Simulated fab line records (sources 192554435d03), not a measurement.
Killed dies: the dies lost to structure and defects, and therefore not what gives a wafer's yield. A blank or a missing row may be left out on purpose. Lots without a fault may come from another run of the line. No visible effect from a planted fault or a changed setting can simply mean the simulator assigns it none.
Split-lot study ; flow n5_finfet ; route with 1938 steps; 7 lots, 21 wafers read

## ABOUT THE SPLIT
At N5_WELL_APT_PEB_23 (peb time 90 s), the setting peb_temp_c was moved away from the recipe's 130 C on 7 of the 21 wafers read, by -2.2% to +2.3%. For the rest of the wafers, this setting stayed at what the recipe calls for.

## FROM THE SPLIT TO THE READING: what the file shows between them, 2 steps
- N5_WELL_APT_DEVELOP_24: develop time 45 s
- N5_WELL_APT_HARDBAKE_29: time 120 s

## THE READING
cd_nm, in nm, at N5_WELL_APT_CD_MEAS_25 (target cd 200 nm). A value of 199.2 nm with a standard deviation of 2.9 nm is what fault-free wafers of this fab line usually give.

wafer;tool, chamber at the split;peb_temp_c as run, C;against the recipe;cd_nm, nm;against lot-mates on the recipe
L085.1;litho_track-01, 0;130;recipe;198.0;-
L085.5;litho_track-01, 0;127.1;-2.2%;180.9;-17.1
L085.6;litho_track-01, 0;127.1;-2.2%;180.8;-17.2
L086.2;litho_track-01, 0;132.4;+1.8%;209.1;+11.7
L086.3;litho_track-01, 0;130;recipe;199.8;-
L086.6;litho_track-01, 0;130;recipe;195.1;-
L087.1;litho_track-03, 0;130;recipe;200.9;-
L087.4;litho_track-03, 0;130;recipe;199.5;-
L087.5;litho_track-03, 0;130;recipe;201.9;-
L089.1;litho_track-01, 0;128.5;-1.2%;189.4;-7.1
L089.3;litho_track-01, 0;128.5;-1.2%;187.0;-9.5
L089.5;litho_track-01, 0;130;recipe;196.5;-
L093.1;litho_track-01, 0;130;recipe;195.0;-
L093.2;litho_track-01, 0;130;recipe;193.8;-
L093.4;litho_track-01, 0;130;recipe;199.3;-
L095.1;litho_track-01, 0;130;recipe;193.8;-
L095.2;litho_track-01, 0;130;recipe;194.4;-
L095.4;litho_track-01, 0;130;recipe;200.1;-
L096.1;litho_track-04, 0;133;+2.3%;212.8;+14.8
L096.3;litho_track-04, 0;133;+2.3%;216.8;+18.8
L096.4;litho_track-04, 0;130;recipe;198.0;-

THE FIT
A straight line over all 21 wafers: cd_nm changes by +7.38 nm for each +1% of peb_temp_c; r = +0.96; the points scatter about the line by 2.5 nm.
The same after taking each lot's own level away (the mean of its wafers on the recipe; 21 wafers): +7.3 nm for each +1%; r = +0.98; scatter 1.9 nm.
That fit puts the effect of the largest move of peb_temp_c on the reading at 17 nm.
The lots' own levels span 196.03 to 200.77 nm, that is 1.6 times the standard deviation above.
Consequently the slope shifts little with the lot-to-lot level, the two slopes agreeing.
Check: for one of the wafers moved furthest among these (+2.3%), held out of the fit, the line's prediction against its lot-mates is +17.3 nm. Against them it came out at +14.8 nm.

## THE WHOLE CHAIN: every reading that the file lists as answering this split, in the file's order
step;what it does;reading;change (the file's fit);r (the file's)
N5_WELL_APT_CD_MEAS_25;target cd 200 nm;cd_nm;+7.2 nm for each +1% of the setting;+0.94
N5_WELL_APT_DESCUM_30;chemistry O2, time 7.9 s;WELL_APT.cd_nm (the simulator's own value, which no gauge read);+7.23 nm for each +1% of the setting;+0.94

## FILE'S OWN FIT
cd_nm changes by +7.2 nm for each +1% of peb_temp_c, r = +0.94.
